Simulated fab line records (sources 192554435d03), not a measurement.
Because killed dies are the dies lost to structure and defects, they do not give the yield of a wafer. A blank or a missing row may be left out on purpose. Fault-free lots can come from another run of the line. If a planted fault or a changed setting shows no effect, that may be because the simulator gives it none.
Which of the tools did it? + flow n5 finfet + Sampling: 24 lots, 72 wafers, 6 of 1938 route steps

WHAT THE GAUGES SHOWED, per wafer
N5_HKMG_FIN_CD_MEAS_49 targets a cd of 202 nm.
| lot  | measured    | on        | cd nm (nm)        |
|------|-------------|-----------|-------------------|
| L074 | day 4 00:17 | cd sem-01 | 203.1 202.8 203.8 |
| L075 | day 4 04:41 | cd sem-01 | 203.5 202.2 203.0 |
| L076 | day 4 11:20 | cd sem-01 | 202.7 202.3 202.8 |
| L077 | day 4 18:42 | cd sem-02 | 202.0 202.4 202.4 |
| L078 | day 4 22:23 | cd sem-01 | 202.1 202.8 202.6 |
| L079 | day 5 07:50 | cd sem-01 | 201.9 202.0 201.5 |
| L080 | day 5 11:13 | cd sem-01 | 202.5 202.4 202.7 |
| L081 | day 5 22:54 | cd sem-03 | 201.3 202.1 201.9 |
| L082 | day 6 02:28 | cd sem-03 | 201.7 201.9 201.2 |
| L083 | day 6 04:43 | cd sem-01 | 202.5 201.9 202.0 |
| L084 | day 6 16:28 | cd sem-03 | 203.7 203.2 204.2 |
| L085 | day 6 19:30 | cd sem-02 | 203.1 202.4 201.6 |
| L086 | day 7 03:12 | cd sem-01 | 202.0 201.9 202.4 |
| L087 | day 7 08:46 | cd sem-02 | 203.3 202.0 202.9 |
| L088 | day 7 10:12 | cd sem-02 | 202.0 202.5 202.1 |
| L089 | day 7 17:35 | cd sem-03 | 202.2 201.9 201.3 |
| L090 | day 7 23:29 | cd sem-02 | 202.1 202.7 202.3 |
| L091 | day 8 03:20 | cd sem-02 | 202.0 202.1 202.3 |
| L092 | day 8 14:17 | cd sem-01 | 202.1 202.8 203.1 |
| L093 | day 8 20:05 | cd sem-03 | 202.7 202.0 202.2 |
| L094 | day 9 00:45 | cd sem-01 | 202.1 202.5 202.8 |
| L095 | day 9 11:36 | cd sem-03 | 202.7 202.3 202.2 |
| L097 | day 9 19:58 | cd sem-01 | 201.9 202.1 202.3 |
| L096 | day 9 20:35 | cd sem-02 | 201.8 202.1 201.0 |

N5_GATE_CUT_CD_MEAS_13 targets a cd of 20 nm.
| lot  | measured     | on        | cd nm (nm)        |
|------|--------------|-----------|-------------------|
| L074 | day 4 12:23  | cd sem-03 | 19.45 20.15 19.94 |
| L075 | day 4 16:27  | cd sem-02 | 19.89 20.52 20.16 |
| L076 | day 4 23:16  | cd sem-02 | 19.96 19.91 20.00 |
| L077 | day 5 07:01  | cd sem-03 | 20.07 19.44 20.16 |
| L078 | day 5 10:09  | cd sem-01 | 20.10 19.51 20.20 |
| L079 | day 5 20:28  | cd sem-01 | 20.26 20.00 20.08 |
| L080 | day 5 22:55  | cd sem-02 | 20.30 20.47 20.22 |
| L081 | day 6 10:41  | cd sem-03 | 20.28 19.94 20.10 |
| L082 | day 6 14:11  | cd sem-02 | 20.27 20.32 20.05 |
| L083 | day 6 17:19  | cd sem-01 | 20.28 19.89 19.87 |
| L084 | day 7 05:53  | cd sem-03 | 20.22 20.15 20.19 |
| L085 | day 7 09:03  | cd sem-02 | 20.27 20.09 20.11 |
| L086 | day 7 15:18  | cd sem-02 | 20.14 20.04 19.49 |
| L087 | day 7 20:52  | cd sem-02 | 20.00 20.30 19.72 |
| L088 | day 7 23:16  | cd sem-02 | 19.96 20.34 19.82 |
| L089 | day 8 05:11  | cd sem-02 | 19.92 20.07 19.45 |
| L090 | day 8 11:24  | cd sem-03 | 20.13 20.29 20.04 |
| L091 | day 8 15:26  | cd sem-02 | 19.82 19.71 20.13 |
| L092 | day 9 02:22  | cd sem-02 | 20.13 19.87 20.09 |
| L093 | day 9 08:13  | cd sem-03 | 19.83 19.86 20.10 |
| L094 | day 9 12:55  | cd sem-02 | 20.08 20.47 20.29 |
| L095 | day 9 23:01  | cd sem-01 | 20.36 20.30 20.13 |
| L097 | day 10 07:40 | cd sem-02 | 19.94 19.72 19.95 |
| L096 | day 10 08:19 | cd sem-01 | 20.45 20.07 20.03 |

EACH LOT AND THE TOOL THAT RAN IT (in order: tool; ch and the chambers of the sampled wafers; start)
| lot  | N5_HKMG_FIN_STRIP_69                 | N5_GATE_CUT_ETCHBACK_00           | N5_GATE_CUT_ETCH_58               | N5_GATE_CUT_STRIP_59              |
|------|--------------------------------------|-----------------------------------|-----------------------------------|-----------------------------------|
| L074 | plasma asher-02 ch 0,1, day 4 06:50  | rie metal-03 ch 0,1, day 4 08:35  | rie diel-02 ch 0,2,3, day 4 09:04 | rie diel-02 ch 0,2,3, day 4 09:10 |
| L075 | plasma asher-01 ch 1, day 4 10:58    | rie metal-02 ch 1, day 4 12:38    | rie diel-03 ch 0,1, day 4 13:03   | rie diel-03 ch 0,1, day 4 13:09   |
| L076 | plasma asher-02 ch 0,1, day 4 17:31  | rie metal-03 ch 1, day 4 19:11    | rie diel-02 ch 0,2, day 4 19:53   | rie diel-02 ch 0,2, day 4 19:59   |
| L077 | plasma asher-01 ch 0,1, day 5 00:55  | rie metal-02 ch 0,1, day 5 02:30  | rie diel-02 ch 2,3, day 5 02:46   | rie diel-02 ch 2,3, day 5 02:52   |
| L078 | plasma asher-01 ch 0,1, day 5 04:44  | rie metal-01 ch 0, day 5 06:29    | rie diel-04 ch 1,2,3, day 5 06:46 | rie diel-04 ch 1,2,3, day 5 06:52 |
| L079 | plasma asher-02 ch 0,1, day 5 14:56  | rie metal-03 ch 0,1, day 5 16:55  | rie diel-03 ch 0,2,3, day 5 17:12 | rie diel-03 ch 0,2,3, day 5 17:18 |
| L080 | plasma asher-01 ch 0,1, day 5 17:37  | rie metal-02 ch 0,1, day 5 19:16  | rie diel-04 ch 0,1,3, day 5 19:34 | rie diel-04 ch 0,1,3, day 5 19:40 |
| L081 | plasma asher-01 ch 0,1, day 6 05:20  | rie metal-02 ch 0,1, day 6 07:00  | rie diel-02 ch 2,3, day 6 07:17   | rie diel-02 ch 2,3, day 6 07:23   |
| L082 | plasma asher-02 ch 0,1, day 6 08:48  | rie metal-02 ch 0,1, day 6 10:29  | rie diel-03 ch 0,1,3, day 6 10:49 | rie diel-03 ch 0,1,3, day 6 10:55 |
| L083 | plasma asher-01 ch 0,1, day 6 11:33  | rie metal-02 ch 0,1, day 6 13:22  | rie diel-04 ch 0,1, day 6 13:37   | rie diel-04 ch 0,1, day 6 13:44   |
| L084 | plasma asher-01 ch 0,1, day 7 00:41  | rie metal-02 ch 1, day 7 02:21    | rie diel-04 ch 0,1,2, day 7 02:38 | rie diel-04 ch 0,1,2, day 7 02:44 |
| L085 | plasma asher-02 ch 0,1, day 7 03:50  | rie metal-03 ch 0,1, day 7 05:29  | rie diel-03 ch 0,2, day 7 05:47   | rie diel-03 ch 0,2, day 7 05:53   |
| L086 | plasma asher-01 ch 0,1, day 7 10:02  | rie metal-01 ch 0, day 7 11:43    | rie diel-02 ch 0,1,2, day 7 12:00 | rie diel-02 ch 0,1,2, day 7 12:06 |
| L087 | plasma asher-01 ch 0,1, day 7 15:39  | rie metal-03 ch 0,1, day 7 17:19  | rie diel-04 ch 0,1,2, day 7 17:36 | rie diel-04 ch 0,1,2, day 7 17:43 |
| L088 | plasma asher-01 ch 0,1, day 7 17:01  | rie metal-01 ch 0,1, day 7 18:47  | rie diel-02 ch 0,1,2, day 7 19:05 | rie diel-02 ch 0,1,2, day 7 19:11 |
| L089 | plasma asher-02 ch 0,1, day 7 23:47  | rie metal-01 ch 0,1, day 8 01:22  | rie diel-04 ch 0,1,3, day 8 01:40 | rie diel-04 ch 0,1,3, day 8 01:45 |
| L090 | plasma asher-02 ch 0,1, day 8 06:05  | rie metal-02 ch 0,1, day 8 07:45  | rie diel-03 ch 1,2,3, day 8 08:07 | rie diel-03 ch 1,2,3, day 8 08:13 |
| L091 | plasma asher-01 ch 0,1, day 8 10:00  | rie metal-03 ch 0,1, day 8 11:40  | rie diel-02 ch 0,2,3, day 8 11:57 | rie diel-02 ch 0,2,3, day 8 12:03 |
| L092 | plasma asher-02 ch 0,1, day 8 20:56  | rie metal-03 ch 0,1, day 8 22:38  | rie diel-03 ch 1,2, day 8 23:07   | rie diel-03 ch 1,2, day 8 23:13   |
| L093 | plasma asher-01 ch 0,1, day 9 02:49  | rie metal-03 ch 0,1, day 9 04:31  | rie diel-04 ch 1,2, day 9 04:50   | rie diel-04 ch 1,2, day 9 04:56   |
| L094 | plasma asher-02 ch 0,1, day 9 07:31  | rie metal-03 ch 1, day 9 09:13    | rie diel-02 ch 0,1, day 9 09:30   | rie diel-02 ch 0,1, day 9 09:37   |
| L095 | plasma asher-02 ch 0, day 9 17:47    | rie metal-02 ch 0,1, day 9 19:27  | rie diel-04 ch 1,2, day 9 19:44   | rie diel-04 ch 1,2, day 9 19:51   |
| L097 | plasma asher-02 ch 0,1, day 10 02:19 | rie metal-03 ch 0,1, day 10 03:59 | rie diel-04 ch 0,3, day 10 04:17  | rie diel-04 ch 0,3, day 10 04:23  |
| L096 | plasma asher-01 ch 0,1, day 10 02:57 | rie metal-01 ch 0,1, day 10 04:34 | rie diel-02 ch 0,2, day 10 04:49  | rie diel-02 ch 0,2, day 10 04:56  |
- N5_HKMG_FIN_STRIP_69: strips in N2/H2, time 360 s.
- N5_GATE_CUT_ETCHBACK_00: etches W in SF6/Cl2.
- N5_GATE_CUT_ETCH_58: etches SiNx in CH3F/O2, target depth 17 nm, time 128.6 s.
- N5_GATE_CUT_STRIP_59: strips in N2/H2, time 20 s.

WHAT THE TOOLS THEMSELVES READ (means of the sampled wafers that have a number; where no wafer has one, the mark that the record gives instead)
N5_HKMG_FIN_STRIP_69.
| lot  | tool            | drypump motor current A (A) | heater power w (W) |
|------|-----------------|-----------------------------|--------------------|
| L074 | plasma asher-02 | 5.8                         | 513                |
| L075 | plasma asher-01 | 6.1                         | 536                |
| L076 | plasma asher-02 | 5.8                         | 515                |
| L077 | plasma asher-01 | 5.6                         | 459                |
| L078 | plasma asher-01 | 5.9                         | 493                |
| L079 | plasma asher-02 | 5.7                         | 517                |
| L080 | plasma asher-01 | 5.9                         | 501                |
| L081 | plasma asher-01 | 5.6                         | 461                |
| L082 | plasma asher-02 | 5.8                         | 520                |
| L083 | plasma asher-01 | 5.6                         | 459                |
| L084 | plasma asher-01 | 5.6                         | 457                |
| L085 | plasma asher-02 | 5.7                         | 509                |
| L086 | plasma asher-01 | 5.9                         | 493                |
| L087 | plasma asher-01 | 5.7                         | 451                |
| L088 | plasma asher-01 | 5.9                         | 502                |
| L089 | plasma asher-02 | 5.7                         | 525                |
| L090 | plasma asher-02 | 5.8                         | 522                |
| L091 | plasma asher-01 | 5.9                         | 491                |
| L092 | plasma asher-02 | 5.8                         | 509                |
| L093 | plasma asher-01 | 5.9                         | 493                |
| L094 | plasma asher-02 | 5.7                         | 522                |
| L095 | plasma asher-02 | 5.5                         | 511                |
| L097 | plasma asher-02 | 5.8                         | 521                |
| L096 | plasma asher-01 | 5.6                         | 459                |

N5_GATE_CUT_ETCHBACK_00.
| lot  | tool         | drypump motor current A (A) | mfc cl2 sccm (sccm) | oes product au (a.u.) | throttle valve pct (%) |
|------|--------------|-----------------------------|---------------------|-----------------------|------------------------|
| L074 | rie metal-03 | 6.3                         | 59.93               | 0.95                  | 27.53                  |
| L075 | rie metal-02 | 6.0                         | 60.14               | 0.82                  | 27.89                  |
| L076 | rie metal-03 | 6.4                         | 60.08               | 0.88                  | 27.41                  |
| L077 | rie metal-02 | 5.9                         | 59.98               | 0.79                  | 27.73                  |
| L078 | rie metal-01 | 4.7                         | 60.05               | 0.94                  | 27.57                  |
| L079 | rie metal-03 | 6.4                         | 59.98               | 0.89                  | 27.48                  |
| L080 | rie metal-02 | 5.7                         | 60.25               | 0.76                  | 27.55                  |
| L081 | rie metal-02 | 5.8                         | 59.90               | 0.75                  | 27.54                  |
| L082 | rie metal-02 | 5.7                         | 60.00               | 0.75                  | 27.56                  |
| L083 | rie metal-02 | 5.7                         | 59.95               | 0.75                  | 27.55                  |
| L084 | rie metal-02 | 6.0                         | 60.18               | 0.80                  | 27.91                  |
| L085 | rie metal-03 | 6.3                         | 60.22               | 0.90                  | 27.53                  |
| L086 | rie metal-01 | 4.7                         | 59.93               | 0.93                  | 27.57                  |
| L087 | rie metal-03 | 6.4                         | 59.72               | 0.90                  | 27.54                  |
| L088 | rie metal-01 | 5.8                         | 60.15               | 0.71                  | 27.21                  |
| L089 | rie metal-01 | 5.8                         | 59.85               | 0.71                  | 27.21                  |
| L090 | rie metal-02 | 5.7                         | 60.29               | 0.74                  | 27.56                  |
| L091 | rie metal-03 | 6.3                         | 60.17               | 0.88                  | 27.55                  |
| L092 | rie metal-03 | 6.4                         | 60.17               | 0.88                  | 27.54                  |
| L093 | rie metal-03 | 6.3                         | 60.09               | 0.86                  | 27.49                  |
| L094 | rie metal-03 | 6.4                         | 59.74               | 0.83                  | 27.45                  |
| L095 | rie metal-02 | 5.9                         | 60.05               | 0.75                  | 27.74                  |
| L097 | rie metal-03 | 6.4                         | 60.05               | 0.87                  | 27.55                  |
| L096 | rie metal-01 | 5.2                         | 59.89               | 0.93                  | 27.27                  |

N5_GATE_CUT_ETCH_58.
| lot  | tool        | CH3F_flow_sccm (sccm) | drypump motor current A (A) | oes product au (a.u.) | rf vpp V (V) | showerhead plenum p Torr (Torr) | throttle valve pct (%) |
|------|-------------|-----------------------|-----------------------------|-----------------------|--------------|---------------------------------|------------------------|
| L074 | rie diel-02 | 30.04                 | 5.4                         | 0.77                  | 98.5         | 1.95                            | 16.31                  |
| L075 | rie diel-03 | 29.98                 | 5.5                         | 0.74                  | 99.8         | 2.02                            | 16.66                  |
| L076 | rie diel-02 | 29.92                 | 5.3                         | 0.78                  | 98.5         | 1.90                            | 16.36                  |
| L077 | rie diel-02 | 30.06                 | 5.5                         | 0.74                  | 99.3         | 2.00                            | 16.29                  |
| L078 | rie diel-04 | 30.05                 | 5.9                         | 0.74                  | 98.8         | 2.02                            | 16.44                  |
| L079 | rie diel-03 | 29.95                 | 5.8                         | 0.82                  | 99.8         | 2.05                            | 16.43                  |
| L080 | rie diel-04 | 29.97                 | 6.2                         | 0.78                  | 98.8         | 1.96                            | 16.41                  |
| L081 | rie diel-02 | 29.96                 | 5.7                         | 0.72                  | 99.0         | 1.99                            | 16.30                  |
| L082 | rie diel-03 | 30.05                 | 5.8                         | 0.76                  | 99.3         | 2.06                            | 16.57                  |
| L083 | rie diel-04 | 29.97                 | 6.3                         | 0.81                  | 98.7         | 1.97                            | 16.28                  |
| L084 | rie diel-04 | 30.14                 | 6.0                         | 0.76                  | 99.7         | 1.98                            | 16.41                  |
| L085 | rie diel-03 | 29.98                 | 5.5                         | 0.78                  | 99.2         | 2.01                            | 16.55                  |
| L086 | rie diel-02 | 29.99                 | 5.3                         | 0.80                  | 98.2         | 1.93                            | 16.23                  |
| L087 | rie diel-04 | 29.97                 | 6.0                         | 0.75                  | 99.7         | 1.98                            | 16.41                  |
| L088 | rie diel-02 | 29.98                 | 5.3                         | 0.79                  | 99.0         | 1.93                            | 16.23                  |
| L089 | rie diel-04 | 30.00                 | 6.2                         | 0.86                  | 98.4         | 1.95                            | 16.28                  |
| L090 | rie diel-03 | 30.10                 | 5.9                         | 0.88                  | 99.2         | 2.07                            | 16.28                  |
| L091 | rie diel-02 | 29.95                 | 5.4                         | 0.73                  | 100.0        | 1.94                            | 16.38                  |
| L092 | rie diel-03 | 30.02                 | 5.8                         | 0.91                  | 99.2         | 2.04                            | 16.19                  |
| L093 | rie diel-04 | 30.01                 | 6.0                         | 0.85                  | 98.5         | 2.03                            | 16.20                  |
| L094 | rie diel-02 | 30.00                 | 5.1                         | 0.81                  | 97.9         | 1.89                            | 16.29                  |
| L095 | rie diel-04 | 29.99                 | 5.7                         | 0.90                  | 99.0         | 2.04                            | 16.19                  |
| L097 | rie diel-04 | 29.94                 | 6.1                         | 0.87                  | 98.8         | 1.93                            | 16.30                  |
| L096 | rie diel-02 | 30.06                 | 5.2                         | 0.74                  | 98.3         | 1.89                            | 16.44                  |

N5_GATE_CUT_STRIP_59.
| lot  | tool        | drypump motor current A (A) | oes product au (a.u.) | rf vpp V (V) | showerhead plenum p Torr (Torr) | throttle valve pct (%) |
|------|-------------|-----------------------------|-----------------------|--------------|---------------------------------|------------------------|
| L074 | rie diel-02 | 5.4                         | 0.76                  | 44.3         | 3.30                            | 12.22                  |
| L075 | rie diel-03 | 5.5                         | 0.72                  | 45.7         | 3.41                            | 12.57                  |
| L076 | rie diel-02 | 5.3                         | 0.77                  | 45.0         | 3.23                            | 12.27                  |
| L077 | rie diel-02 | 5.5                         | 0.73                  | 45.5         | 3.37                            | 12.19                  |
| L078 | rie diel-04 | 5.9                         | 0.75                  | 45.2         | 3.40                            | 12.33                  |
| L079 | rie diel-03 | 5.8                         | 0.82                  | 45.3         | 3.45                            | 12.23                  |
| L080 | rie diel-04 | 6.2                         | 0.78                  | 45.0         | 3.29                            | 12.21                  |
| L081 | rie diel-02 | 5.7                         | 0.71                  | 44.3         | 3.36                            | 12.24                  |
| L082 | rie diel-03 | 5.8                         | 0.75                  | 45.0         | 3.47                            | 12.43                  |
| L083 | rie diel-04 | 6.3                         | 0.81                  | 46.2         | 3.32                            | 12.10                  |
| L084 | rie diel-04 | 6.0                         | 0.76                  | 45.7         | 3.33                            | 12.26                  |
| L085 | rie diel-03 | 5.5                         | 0.77                  | 44.8         | 3.38                            | 12.44                  |
| L086 | rie diel-02 | 5.3                         | 0.81                  | 45.6         | 3.27                            | 12.17                  |
| L087 | rie diel-04 | 6.0                         | 0.75                  | 44.6         | 3.33                            | 12.26                  |
| L088 | rie diel-02 | 5.3                         | 0.79                  | 45.3         | 3.27                            | 12.16                  |
| L089 | rie diel-04 | 6.2                         | 0.85                  | 45.0         | 3.29                            | 12.05                  |
| L090 | rie diel-03 | 5.9                         | 0.88                  | 46.0         | 3.48                            | 12.09                  |
| L091 | rie diel-02 | 5.4                         | 0.73                  | 44.9         | 3.28                            | 12.30                  |
| L092 | rie diel-03 | 5.8                         | 0.92                  | 44.9         | 3.45                            | 12.04                  |
| L093 | rie diel-04 | 6.0                         | 0.85                  | 45.5         | 3.42                            | 12.06                  |
| L094 | rie diel-02 | 5.1                         | 0.82                  | 45.2         | 3.20                            | 12.19                  |
| L095 | rie diel-04 | 5.7                         | 0.90                  | 44.9         | 3.43                            | 11.99                  |
| L097 | rie diel-04 | 6.2                         | 0.87                  | 44.2         | 3.25                            | 12.01                  |
| L096 | rie diel-02 | 5.3                         | 0.74                  | 44.6         | 3.21                            | 12.37                  |

THE ANSWER, worked out from the rows above alone
Rule: the usual values come from the lots themselves. The widest of any qualifying gaps counts: lots, ordered by their means at a reading, are off when they make up no more than a third of the lots, leave a main group of 4 or more, and stand apart from it by 3 or more times the standard deviation of that group's means. If all means in a main group match to the digits the tables above print for the reading, that group is not used. Also off: a lot with no number at a reading for which 4 or more lots have one. Where the step has rows for the other lots, those lots are counted as sound. Order of review: gauges by route order, followed by the tools' own readings, for which a lot's mean as printed above is used. At the first step where some lot is off, the reading lying furthest off is the one used; lots without a number count as furthest.
Nothing can be told from this: no lot is off at any reading shown.

WHAT WAS PUT IN BY THE SIMULATOR
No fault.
